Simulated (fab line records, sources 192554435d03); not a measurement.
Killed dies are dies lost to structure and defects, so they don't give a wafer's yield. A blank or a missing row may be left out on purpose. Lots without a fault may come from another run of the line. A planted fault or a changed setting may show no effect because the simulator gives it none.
Chamber matching | flow n5_finfet | N5_BEOL_M8_DEP_56 on pecvd-01: 3 sister chambers
The step deposits SiCN from 3MS/NH3, target thk 10 nm, time 17.5 s. 3 wafers are shown with their chamber, then 8 later ones without.

WAFERS WITH THEIR CHAMBER
wafer  | chamber | throttle_valve_pct (%)
L080.2 | 2       | 8.98
L080.4 | 1       | 9.46
L084.3 | 0       | 9.06

WAFERS WITHOUT THEIR CHAMBER
wafer  | throttle_valve_pct (%)
L084.5 | 9.04
L084.6 | 9.75
L092.2 | 9.00
L092.3 | 9.37
L092.4 | 8.91
L096.3 | 8.81
L096.5 | 8.53
L096.6 | 8.89

WHICH CHAMBER EACH WENT THROUGH
wafer  | from the rows above          | in truth
L084.5 | can't be placed: 0 or 2 or 1 | 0
L084.6 | can't be placed: 1 or 0      | 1
L092.2 | can't be placed: 2 or 0      | 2
L092.3 | can't be placed: 1 or 0 or 2 | 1
L092.4 | can't be placed: 2 or 0      | 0
L096.3 | can't be placed: 2 or 0      | 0
L096.5 | can't be placed: 2 or 0      | 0
L096.6 | can't be placed: 2 or 0      | 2
Placed correctly: 0 of 8. Can't be placed from these rows: 8 (the true chamber is among the candidates in 8). Placed wrongly: 0.
How it was worked out, from the rows above alone: a wafer's distance from a chamber is the root of the sum, over the readings, of the square of ((its reading less the chamber's mean) divided by the reading's scatter). The wafer belongs to the nearest chamber; if the next one is less than 2 further off, it can't be placed. A chamber's mean is the mean of its shown wafers. The scatter: with one shown wafer a chamber, the root of the mean of the squares of how far each hidden wafer lies from its nearest shown one.
